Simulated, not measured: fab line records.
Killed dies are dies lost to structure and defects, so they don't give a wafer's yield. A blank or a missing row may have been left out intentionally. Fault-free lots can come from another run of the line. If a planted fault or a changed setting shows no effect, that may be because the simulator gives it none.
A struck lot beside a sound one | flow n5-finfet | 16 out of 1938 route steps
Sound: the wafers L852.1, L852.2, L852.5. Struck: wafers L861.1, L861.3, L861.4. At the end, the cause is stated.
Per side, at each step with rows, come the tool, then ch with its chambers, and then its first start. Under that, the readings that differ: sound wafers | struck wafers | difference of the means | sigmas: that difference in standard deviations of wafers without a fault.
alike: readings whose means differ by less than 2 such deviations, and words and numbers that are the same on both sides. not compared: withheld readings, readings that some wafer has no value for, bounds like >300 that may hide the same value, and numbers for which the record gives no deviation and whose values overlap.
Wherever a step has rows on one side only, a row that says differs or no value, or a row with sigmas, the two part there. Numbers that have no deviation but don't overlap get no sigmas and don't part them. A reading missing from all wafers of one side parts the sides only when that side holds two or more wafers.

N5_BEOL_M4_STRIP_97: strips in N2/H2, time 10 s.
  sound: rie-diel-01 ch 0,1,2; struck: rie-diel-04 ch 0,2,3
  reading                | sound          | struck         | difference | sigmas
  throttle-valve-pct (%) | 24.4 23.8 24.1 | 23.3 23.5 23.7 | -0.6       | -2
  alike: drypump-motor-current-A, oes-product-au, rf-vpp-V, showerhead-plenum-p-Torr
  not compared: rf-hours-counter-h
N5_BEOL_M4_OCD_MEAS_38:
  sound on ocd-01, day 8 21:44; struck on ocd-01, day 11 01:29
  alike: trench-depth-nm
then, 4 steps without rows for these wafers: N5_BEOL_M4_HM_STRIP_39 (strips TiN in peroxide tin strip, target depth 25 nm, time 158 s); N5_BEOL_M4_SRD_40 (time 30 s); N5_BEOL_M4_PRECLEAN_42 (cleans in residue remover, time 60 s); N5_BEOL_M4_SRD_43 (time 30 s).
N5_BEOL_M4_CD_MEAS_35: target cd 18 nm, target cd y 22.4 nm.
  sound on cd-sem-03, day 8 21:59; struck on cd-sem-02, day 11 01:38
  alike: cd-nm
then, 1 step without rows for these wafers: N5_BEOL_M4_DEGAS_44 (time 60 s).
N5_BEOL_M4_PRE_CLEAN_45: time 30 s.
  sound on pvd-sputter-01, day 8 22:35; struck on pvd-sputter-01, day 11 01:53
  alike: heater-power-w
N5_BEOL_M4_ALD_84: deposits TaN, pulse time 2 s, purge time 3 s, co reactant purge time 2 s.
  sound on ald-metal-01 ch 0,2, day 8 22:39; struck on ald-metal-02 ch 0,1,3, day 11 02:07
  alike: heater-power-w
N5_BEOL_M4_SURFACE_TREAT_85:
  sound on pvd-sputter-01, day 8 22:58; struck on pvd-sputter-03, day 11 02:32
  not compared: throttle-valve-pct
then, 1 step without rows for these wafers: N5_BEOL_M4_CVD_47 (deposits Co from CCTBA/H2, target thk 3 nm, time 223.8 s).
N5_BEOL_M4_SPUTTER_48: material Cu, target thk 4.5 nm, time 8.29 s.
  sound on pvd-sputter-03, day 8 23:13; struck on pvd-sputter-02, day 11 04:26
  no value came back on the struck wafers for chamber-pressure-pa (Pa), chuck-gas-flow-sccm (sccm), substrate-temp-c (C), throttle-valve-pct (%); on the sound wafers chamber-pressure-pa (Pa) reads 0.07001 0.07002 0.07002
N5_BEOL_M4_ANNEAL_49: time 240 s.
  sound on pvd-sputter-03, day 8 23:17; struck on pvd-sputter-02, day 11 04:31
  alike: heater-power-w, susceptor_temp_C_max
N5_BEOL_M4_RC_MEAS_101:
  sound on prober-02 ch 0, day 9 02:06; struck on prober-01 ch 0, day 11 07:17
  reading   | sound          | struck         | difference | sigmas
  VT_P (mV) | -257 -255 -258 | -247 -248 -251 | +8         | +2
  alike: DIBL_N, DIBL_P, IOFF_N, IOFF_P, ION_N, ION_P, SS_N, SS_P, VT_N
-- a jump in the record: the struck wafers' starts before and after are 5 days apart (it breaks off in module BEOL_M4 and resumes in module PASSIVATION, where the first step shown is number 1936 of the route) --
N5_PASSIVATION_PROBE_49:
  rows exist in the record for the struck wafers here (prober-02, day 15 22:21), but not for the sound ones

## WHERE THEY PART
Earliest at N5_BEOL_M4_STRIP_97; latest, in this record, at N5_PASSIVATION_PROBE_49.

WHY: what had been put in by the simulator
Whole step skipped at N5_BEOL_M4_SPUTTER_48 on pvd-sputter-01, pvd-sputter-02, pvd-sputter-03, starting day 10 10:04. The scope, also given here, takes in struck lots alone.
